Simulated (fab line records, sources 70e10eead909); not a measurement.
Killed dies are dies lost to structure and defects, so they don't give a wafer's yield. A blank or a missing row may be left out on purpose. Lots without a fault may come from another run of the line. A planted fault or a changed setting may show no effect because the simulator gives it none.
Which tool did it? | flow nand_harc | 24 lots, 72 wafers sampled, at 6 steps of a route of 1159

WHAT THE GAUGES READ, wafer by wafer
The record holds no reading of a measuring or inspecting step that can be judged against a usual standard deviation.

WHICH TOOL RAN EACH LOT (tool, then ch and the chambers of the sampled wafers, then the start)
lot  | NHARC_A_STAIRCASE_TRIM_224                    | NHARC_A_STAIRCASE_HM_OPEN_460                 | NHARC_A_STAIRCASE_STRIP_446          | NHARC_A_STAIRCASE_CMP_450     | NHARC_A_SGD_CUT_DEP_00          | NHARC_A_SGD_CUT_ETCH_15
L074 | rie_diel-05 ch 2,3, day 14 01:13 or earlier   | rie_diel-04 ch 0,2,3, day 14 01:13 or earlier | plasma_asher-02 ch 0,1, day 14 01:13 | cmp-04 ch 0,3, day 14 01:56   | pecvd-04 ch 0,1,2, day 14 04:02 | rie_diel-09 ch 1,2,3, no start
L075 | rie_diel-11 ch 1,2,3, day 14 05:47 or earlier | rie_diel-05 ch 0,1, day 14 05:47 or earlier   | plasma_asher-02 ch 0,1, day 14 05:47 | cmp-04 ch 2,3, day 14 06:27   | pecvd-04 ch 0,1,2, day 14 08:34 | rie_diel-10 ch 2,3, no start
L076 | rie_diel-04 ch 1,3, day 14 06:02 or earlier   | rie_diel-04 ch 1,2,3, day 14 06:02 or earlier | plasma_asher-01 ch 1, day 14 06:02   | cmp-03 ch 1,2, day 14 06:49   | pecvd-02 ch 1,2, day 14 08:59   | rie_diel-02 ch 0,2, no start
L078 | rie_diel-05 ch 1,2,3, day 14 05:55 or earlier | rie_diel-05 ch 0,1,2, day 14 05:55 or earlier | plasma_asher-02 ch 0,1, day 14 05:55 | cmp-01 ch 0,1,2, day 14 06:45 | pecvd-03 ch 0,1,2, day 14 08:50 | rie_diel-02 ch 0,1,2, no start
L077 | rie_diel-11 ch 0,3, day 14 09:26 or earlier   | rie_diel-05 ch 0,2, day 14 09:26 or earlier   | plasma_asher-01 ch 0,1, day 14 09:26 | cmp-01 ch 1,3, day 14 10:15   | pecvd-02 ch 0,1, day 14 12:07   | rie_diel-10 ch 0,2,3, no start
L079 | rie_diel-05 ch 2,3, day 15 00:02 or earlier   | rie_diel-11 ch 0,2,3, day 15 00:02 or earlier | plasma_asher-02 ch 0,1, day 15 00:02 | cmp-01 ch 0,2,3, day 15 00:51 | pecvd-03 ch 0,1, day 15 02:53   | rie_diel-02 ch 1,2, no start
L080 | rie_diel-04 ch 0,2,3, day 15 05:51 or earlier | rie_diel-11 ch 0,1,3, day 15 05:51 or earlier | plasma_asher-01 ch 0,1, day 15 05:51 | cmp-04 ch 0,1,3, day 15 06:39 | pecvd-04 ch 0,1,2, day 15 08:45 | rie_diel-10 ch 1,2,3, no start
L081 | rie_diel-05 ch 0,1, day 15 01:41 or earlier   | rie_diel-05 ch 1,2, day 15 01:41 or earlier   | plasma_asher-02 ch 0,1, day 15 01:41 | cmp-01 ch 1,3, day 15 02:23   | pecvd-03 ch 0,2, day 15 04:25   | rie_diel-10 ch 1,2,3, no start
L082 | rie_diel-05 ch 0,2, day 15 20:11 or earlier   | rie_diel-04 ch 1,2,3, day 15 20:11 or earlier | plasma_asher-01 ch 0, day 15 20:11   | cmp-01 ch 1,2, day 15 20:56   | pecvd-03 ch 1,2, day 15 23:08   | rie_diel-02 ch 1,3, no start
L084 | rie_diel-05 ch 0,1,2, day 16 07:54 or earlier | rie_diel-04 ch 0,3, day 16 07:54 or earlier   | plasma_asher-01 ch 0,1, day 16 07:54 | cmp-04 ch 0,3, day 16 08:40   | pecvd-04 ch 0,1,2, day 16 10:41 | rie_diel-10 ch 2,3, no start
L083 | rie_diel-04 ch 2,3, day 16 07:29 or earlier   | rie_diel-04 ch 0,3, day 16 07:29 or earlier   | plasma_asher-01 ch 0,1, day 16 07:29 | cmp-01 ch 0,2,3, day 16 08:17 | pecvd-04 ch 0,2, day 16 10:27   | rie_diel-02 ch 0,3, no start
L086 | rie_diel-04 ch 1,2,3, day 17 07:11 or earlier | rie_diel-04 ch 1,2,3, day 17 07:11 or earlier | plasma_asher-01 ch 0,1, day 17 07:11 | cmp-01 ch 0,1,2, day 17 07:59 | pecvd-03 ch 0,1,2, day 17 09:56 | rie_diel-10 ch 0,1,2, no start
L088 | rie_diel-05 ch 0,2,3, day 17 07:28 or earlier | rie_diel-04 ch 0,2,3, day 17 07:28 or earlier | plasma_asher-02 ch 0,1, day 17 07:28 | cmp-03 ch 0,1, day 17 08:08   | pecvd-04 ch 0,1,2, day 17 10:08 | rie_diel-02 ch 1,2,3, no start
L087 | rie_diel-11 ch 0,3, day 17 14:51 or earlier   | rie_diel-04 ch 1,2,3, day 17 14:51 or earlier | plasma_asher-02 ch 0,1, day 17 14:51 | cmp-03 ch 1,2,3, day 17 15:35 | pecvd-02 ch 1,2, day 17 17:36   | rie_diel-10 ch 1,2, no start
L085 | rie_diel-04 ch 0,2,3, day 15 05:09            | rie_diel-11 ch 0,1,2, day 18 00:28 or earlier | plasma_asher-01 ch 0,1, day 18 00:28 | cmp-01 ch 1,2, day 18 01:08   | pecvd-03 ch 0,1,2, day 18 03:20 | rie_diel-02 ch 0,1, no start
L089 | rie_diel-11 ch 0,1,2, day 18 06:55 or earlier | rie_diel-04 ch 1,2,3, day 18 06:55 or earlier | plasma_asher-02 ch 0,1, day 18 06:55 | cmp-01 ch 0,2, day 18 07:46   | pecvd-02 ch 0,2, day 18 09:38   | rie_diel-10 ch 0,1,3, no start
L091 | rie_diel-04 ch 2,3, day 18 07:19 or earlier   | rie_diel-11 ch 2,3, day 18 07:19 or earlier   | plasma_asher-02 ch 0, day 18 07:19   | cmp-03 ch 1,2,3, day 18 08:05 | pecvd-02 ch 0,1,2, day 18 10:06 | rie_diel-09 ch 0,1,2, no start
L092 | rie_diel-04 ch 0,1, day 18 06:59 or earlier   | rie_diel-04 ch 1,2,3, day 18 06:59 or earlier | plasma_asher-01 ch 0,1, day 18 06:59 | cmp-04 ch 1,3, day 18 07:49   | pecvd-02 ch 0,2, day 18 09:49   | rie_diel-02 ch 2,3, no start
L090 | rie_diel-04 ch 1,3, day 18 05:47 or earlier   | rie_diel-11 ch 1,2,3, day 18 05:47 or earlier | plasma_asher-01 ch 0,1, day 18 05:47 | cmp-03 ch 0,1,3, day 18 06:34 | pecvd-02 ch 0,2, day 18 08:40   | rie_diel-02 ch 0,2,3, no start
L093 | rie_diel-04 ch 1,2,3, day 18 05:28 or earlier | rie_diel-04 ch 1,2,3, day 18 05:28 or earlier | plasma_asher-01 ch 0,1, day 18 05:28 | cmp-03 ch 0,1,3, day 18 06:17 | pecvd-02 ch 0,1,2, day 18 08:18 | rie_diel-09 ch 0,2,3, no start
L095 | rie_diel-11 ch 1,2,3, day 18 05:30 or earlier | rie_diel-05 ch 0,2, day 18 05:30 or earlier   | plasma_asher-02 ch 0,1, day 18 05:30 | cmp-01 ch 1,3, day 18 06:20   | pecvd-03 ch 0,1, day 18 08:28   | rie_diel-10 ch 0,1, no start
L094 | rie_diel-05 ch 0,2, day 18 21:44 or earlier   | rie_diel-04 ch 2,3, day 18 21:44 or earlier   | plasma_asher-02 ch 0,1, day 18 21:44 | cmp-01 ch 1,2,3, day 18 22:29 | pecvd-02 ch 0,1,2, day 19 00:23 | rie_diel-02 ch 0,2, no start
L096 | rie_diel-05 ch 0,1,3, day 19 02:07 or earlier | rie_diel-11 ch 1,2, day 19 02:07 or earlier   | plasma_asher-02 ch 0,1, day 19 02:07 | cmp-04 ch 0,1, day 19 02:52   | pecvd-04 ch 0,1,2, day 19 04:56 | rie_diel-10 ch 0,1,2, no start
L097 | rie_diel-04 ch 0,2, day 19 01:52 or earlier   | rie_diel-04 ch 0,1,3, day 19 01:52 or earlier | plasma_asher-01 ch 0,1, day 19 01:52 | cmp-03 ch 2,3, day 19 02:46   | pecvd-04 ch 0,2, day 19 04:48   | rie_diel-02 ch 1,2, no start
- NHARC_A_STAIRCASE_TRIM_224: chemistry O2, time 211.2 s.
- NHARC_A_STAIRCASE_HM_OPEN_460: chemistry O2/COS.
- NHARC_A_STAIRCASE_STRIP_446: strips in O2.
- NHARC_A_STAIRCASE_CMP_450: polishes SiO2, target thk 200 nm.
- NHARC_A_SGD_CUT_DEP_00: deposits SiNx, target thk 50 nm.
- NHARC_A_SGD_CUT_ETCH_15: etches the open film in CH3F/O2, target depth 75 nm, time 64.3 s.

WHAT THE TOOLS THEMSELVES READ (means of the sampled wafers that have a number; where no wafer has one, the mark that the record gives instead)
NHARC_A_STAIRCASE_TRIM_224.
lot  | tool        | drypump_motor_current_A (A) | oes_product_au (a.u.) | rf_vpp_V (V) | showerhead_plenum_p_Torr (Torr) | throttle_valve_pct (%)
L074 | rie_diel-05 | 5.6                         | 1.006                 | 57.6         | 3.44                            | 17.039
L075 | rie_diel-11 | 5.8                         | 1.001                 | 58.0         | 3.67                            | 17.045
L076 | rie_diel-04 | 5.4                         | 1.003                 | 57.7         | 3.51                            | 17.021
L078 | rie_diel-05 | 5.8                         | 1.007                 | 57.3         | 3.50                            | 17.035
L077 | rie_diel-11 | 5.5                         | 1.010                 | 57.0         | 3.55                            | 17.035
L079 | rie_diel-05 | 5.6                         | 0.995                 | 57.7         | 3.44                            | 17.034
L080 | rie_diel-04 | 5.9                         | 1.004                 | 57.8         | 3.54                            | 17.034
L081 | rie_diel-05 | 6.1                         | 1.005                 | 58.2         | 3.62                            | 17.031
L082 | rie_diel-05 | 5.9                         | 1.003                 | 57.8         | 3.53                            | 17.046
L084 | rie_diel-05 | 5.8                         | 1.003                 | 58.7         | 3.56                            | 17.030
L083 | rie_diel-04 | 6.0                         | 1.002                 | 58.6         | 3.51                            | 17.043
L086 | rie_diel-04 | 5.6                         | 1.001                 | 57.5         | 3.49                            | 17.040
L088 | rie_diel-05 | 5.8                         | 1.008                 | 57.9         | 3.45                            | 17.035
L087 | rie_diel-11 | 5.7                         | 1.009                 | 57.8         | 3.57                            | 17.031
L085 | rie_diel-04 | 6.0                         | 1.000                 | 58.3         | 3.53                            | 17.027
L089 | rie_diel-11 | 5.6                         | 1.010                 | 57.5         | 3.62                            | 17.033
L091 | rie_diel-04 | 6.0                         | 0.998                 | 57.9         | 3.51                            | 17.032
L092 | rie_diel-04 | 5.6                         | 1.009                 | 58.5         | 3.55                            | 17.042
L090 | rie_diel-04 | 5.8                         | 1.002                 | 58.1         | 3.52                            | 17.036
L093 | rie_diel-04 | 5.6                         | 0.999                 | 57.9         | 3.48                            | 17.034
L095 | rie_diel-11 | 5.9                         | 1.003                 | 58.4         | 3.64                            | 17.044
L094 | rie_diel-05 | 5.9                         | 1.008                 | 58.5         | 3.52                            | 17.041
L096 | rie_diel-05 | 6.0                         | 0.995                 | 57.1         | 3.50                            | 17.044
L097 | rie_diel-04 | 5.8                         | 1.003                 | 57.7         | 3.48                            | 17.047

NHARC_A_STAIRCASE_HM_OPEN_460.
lot  | tool        | bias_w (W) | drypump_motor_current_A (A) | oes_product_au (a.u.) | rf_vpp_V (V) | showerhead_plenum_p_Torr (Torr) | throttle_valve_pct (%)
L074 | rie_diel-04 | 300.8      | 5.9                         | 1.005                 | 466.8        | 3.13                            | 28.332
L075 | rie_diel-05 | 301.2      | 6.1                         | 1.003                 | 467.7        | 3.18                            | 28.311
L076 | rie_diel-04 | 299.9      | 5.6                         | 1.005                 | 467.0        | 3.10                            | 28.334
L078 | rie_diel-05 | 300.0      | 5.9                         | 1.014                 | 468.2        | 3.16                            | 28.325
L077 | rie_diel-05 | 301.1      | 5.9                         | 1.009                 | 466.9        | 3.12                            | 28.327
L079 | rie_diel-11 | 299.5      | 5.8                         | 1.007                 | 468.9        | 3.21                            | 28.333
L080 | rie_diel-11 | 299.9      | 5.6                         | 1.005                 | 467.9        | 3.17                            | 28.331
L081 | rie_diel-05 | 300.5      | 5.8                         | 1.005                 | 468.3        | 3.18                            | 28.333
L082 | rie_diel-04 | 299.3      | 5.6                         | 0.993                 | 466.2        | 3.10                            | 28.330
L084 | rie_diel-04 | 300.7      | 6.1                         | 1.009                 | 468.9        | 3.16                            | 28.334
L083 | rie_diel-04 | 299.7      | 6.1                         | 1.000                 | 467.8        | 3.16                            | 28.327
L086 | rie_diel-04 | 299.0      | 5.6                         | 0.995                 | 466.5        | 3.09                            | 28.336
L088 | rie_diel-04 | 300.7      | 6.0                         | 1.008                 | 467.2        | 3.12                            | 28.328
L087 | rie_diel-04 | 300.4      | 5.7                         | 1.002                 | 466.4        | 3.09                            | 28.326
L085 | rie_diel-11 | 299.7      | 5.6                         | 1.014                 | 469.4        | 3.20                            | 28.330
L089 | rie_diel-04 | 300.0      | 5.6                         | 1.002                 | 465.5        | 3.08                            | 28.325
L091 | rie_diel-11 | 299.3      | 6.0                         | 1.007                 | 469.0        | 3.23                            | 28.334
L092 | rie_diel-04 | 299.4      | 5.6                         | 1.002                 | 466.2        | 3.08                            | 28.324
L090 | rie_diel-11 | 300.5      | 5.8                         | 0.998                 | 468.8        | 3.23                            | 28.323
L093 | rie_diel-04 | 300.6      | 5.6                         | 0.999                 | 466.1        | 3.08                            | 28.337
L095 | rie_diel-05 | 299.9      | 5.7                         | 1.008                 | 465.1        | 3.09                            | 28.342
L094 | rie_diel-04 | 298.5      | 6.0                         | 1.008                 | 466.9        | 3.10                            | 28.329
L096 | rie_diel-11 | 300.0      | 5.9                         | 1.011                 | 469.9        | 3.26                            | 28.344
L097 | rie_diel-04 | 299.7      | 5.7                         | 1.007                 | 467.1        | 3.12                            | 28.326

NHARC_A_STAIRCASE_STRIP_446.
lot  | tool            | drypump_motor_current_A (A) | heater_power_w (W)
L074 | plasma_asher-02 | 6.2                         | 299
L075 | plasma_asher-02 | 6.4                         | 306
L076 | plasma_asher-01 | 5.8                         | 313
L078 | plasma_asher-02 | 6.4                         | 298
L077 | plasma_asher-01 | 5.8                         | 319
L079 | plasma_asher-02 | 6.4                         | 303
L080 | plasma_asher-01 | 5.8                         | 327
L081 | plasma_asher-02 | 6.2                         | 301
L082 | plasma_asher-01 | 5.8                         | 332
L084 | plasma_asher-01 | 5.8                         | 325
L083 | plasma_asher-01 | 5.9                         | 317
L086 | plasma_asher-01 | 5.8                         | 322
L088 | plasma_asher-02 | 6.2                         | 310
L087 | plasma_asher-02 | 6.2                         | 306
L085 | plasma_asher-01 | 5.8                         | 319
L089 | plasma_asher-02 | 6.2                         | 300
L091 | plasma_asher-02 | 5.9                         | 307
L092 | plasma_asher-01 | 5.8                         | 318
L090 | plasma_asher-01 | 5.8                         | 325
L093 | plasma_asher-01 | 5.9                         | 319
L095 | plasma_asher-02 | 6.4                         | 303
L094 | plasma_asher-02 | 6.2                         | 307
L096 | plasma_asher-02 | 6.2                         | 298
L097 | plasma_asher-01 | 5.8                         | 314

NHARC_A_STAIRCASE_CMP_450.
lot  | tool   | motor_current_A (A)
L074 | cmp-04 | 12.1
L075 | cmp-04 | 12.7
L076 | cmp-03 | 12.4
L078 | cmp-01 | 11.7
L077 | cmp-01 | 12.8
L079 | cmp-01 | 10.9
L080 | cmp-04 | 11.9
L081 | cmp-01 | 12.6
L082 | cmp-01 | 12.1
L084 | cmp-04 | 12.4
L083 | cmp-01 | 10.5
L086 | cmp-01 | 12.0
L088 | cmp-03 | 12.7
L087 | cmp-03 | 13.1
L085 | cmp-01 | 12.2
L089 | cmp-01 | 10.4
L091 | cmp-03 | 13.4
L092 | cmp-04 | 12.5
L090 | cmp-03 | 13.1
L093 | cmp-03 | 13.7
L095 | cmp-01 | 12.5
L094 | cmp-01 | 11.8
L096 | cmp-04 | 11.0
L097 | cmp-03 | 12.5

NHARC_A_SGD_CUT_DEP_00.
lot  | tool     | heater_power_w (W)
L074 | pecvd-04 | 724
L075 | pecvd-04 | 758
L076 | pecvd-02 | 700
L078 | pecvd-03 | 666
L077 | pecvd-02 | 716
L079 | pecvd-03 | 643
L080 | pecvd-04 | 820
L081 | pecvd-03 | 707
L082 | pecvd-03 | 713
L084 | pecvd-04 | 703
L083 | pecvd-04 | 790
L086 | pecvd-03 | 643
L088 | pecvd-04 | 703
L087 | pecvd-02 | 826
L085 | pecvd-03 | 673
L089 | pecvd-02 | 820
L091 | pecvd-02 | 748
L092 | pecvd-02 | 722
L090 | pecvd-02 | 703
L093 | pecvd-02 | 761
L095 | pecvd-03 | 616
L094 | pecvd-02 | 680
L096 | pecvd-04 | 788
L097 | pecvd-04 | 683

NHARC_A_SGD_CUT_ETCH_15.
lot  | tool        | bias_w (W) | drypump_motor_current_A (A) | oes_product_au (a.u.) | rf_vpp_V (V) | showerhead_plenum_p_Torr (Torr) | throttle_valve_pct (%)
L074 | rie_diel-09 | 100.1      | 5.6                         | 0.959                 | 264.3        | 2.55                            | 20.662
L075 | rie_diel-10 | 99.9       | 5.9                         | 0.964                 | 264.5        | 2.51                            | 20.659
L076 | rie_diel-02 | 100.2      | 5.2                         | 0.956                 | 261.7        | 2.34                            | 20.654
L078 | rie_diel-02 | 100.1      | 5.4                         | 0.967                 | 262.5        | 2.36                            | 20.659
L077 | rie_diel-10 | 100.0      | 5.5                         | 0.968                 | 264.7        | 2.52                            | 20.653
L079 | rie_diel-02 | 100.0      | 5.6                         | 0.960                 | 263.5        | 2.37                            | 20.668
L080 | rie_diel-10 | 99.9       | 5.6                         | 0.978                 | 263.9        | 2.45                            | 20.664
L081 | rie_diel-10 | 100.1      | 5.7                         | 0.963                 | 262.8        | 2.45                            | 20.671
L082 | rie_diel-02 | 99.9       | 5.9                         | 0.981                 | 262.8        | 2.40                            | 20.661
L084 | rie_diel-10 | 99.8       | 5.5                         | 0.963                 | 264.6        | 2.48                            | 20.663
L083 | rie_diel-02 | 99.8       | 5.7                         | 0.984                 | 263.1        | 2.38                            | 20.657
L086 | rie_diel-10 | 100.3      | 5.7                         | 0.955                 | 264.5        | 2.49                            | 20.657
L088 | rie_diel-02 | 99.8       | 5.7                         | 0.965                 | 262.6        | 2.36                            | 20.674
L087 | rie_diel-10 | 100.2      | 5.9                         | 0.989                 | 262.9        | 2.42                            | 20.664
L085 | rie_diel-02 | 100.0      | 5.6                         | 0.939                 | 263.5        | 2.39                            | 20.666
L089 | rie_diel-10 | 100.1      | 5.2                         | 0.975                 | 263.4        | 2.46                            | 20.665
L091 | rie_diel-09 | 99.9       | 5.5                         | 0.949                 | 263.2        | 2.45                            | 20.656
L092 | rie_diel-02 | 100.4      | 5.5                         | 0.961                 | 261.8        | 2.31                            | 20.658
L090 | rie_diel-02 | 100.1      | 5.5                         | 0.969                 | 261.9        | 2.34                            | 20.652
L093 | rie_diel-09 | 99.8       | 5.9                         | 0.963                 | 264.7        | 2.48                            | 20.663
L095 | rie_diel-10 | 100.2      | 5.4                         | 0.961                 | 262.9        | 2.43                            | 20.670
L094 | rie_diel-02 | 99.8       | 5.3                         | 0.959                 | 261.0        | 2.31                            | 20.663
L096 | rie_diel-10 | 100.1      | 5.7                         | 0.954                 | 264.6        | 2.49                            | 20.667
L097 | rie_diel-02 | 100.1      | 5.5                         | 0.949                 | 260.8        | 2.32                            | 20.664

THE ANSWER, worked out from the rows above alone
Rule: what is usual is taken from the lots themselves. Put in order of their means at a reading, lots are off if they are a third of the lots or fewer, leave a main group of 4 or more, and stand apart from it by a gap of 3 or more times the standard deviation of the main group's means; of several such gaps the widest counts. A main group whose means are all the same, to the digits that the tables above print for the reading, isn't used. A lot without any number at a reading at which 4 lots or more have one is off too. The other lots that the step has rows for count as sound. The gauges are gone through in route order, then the tools' own readings, and for those a lot's mean is taken as printed above. The first step at which some lot is off is used, and at that step the reading that is off furthest; a lot without a number counts as furthest.
No lot is off at any reading shown: from this, nothing can be told.

WHAT THE SIMULATOR HAD PUT IN
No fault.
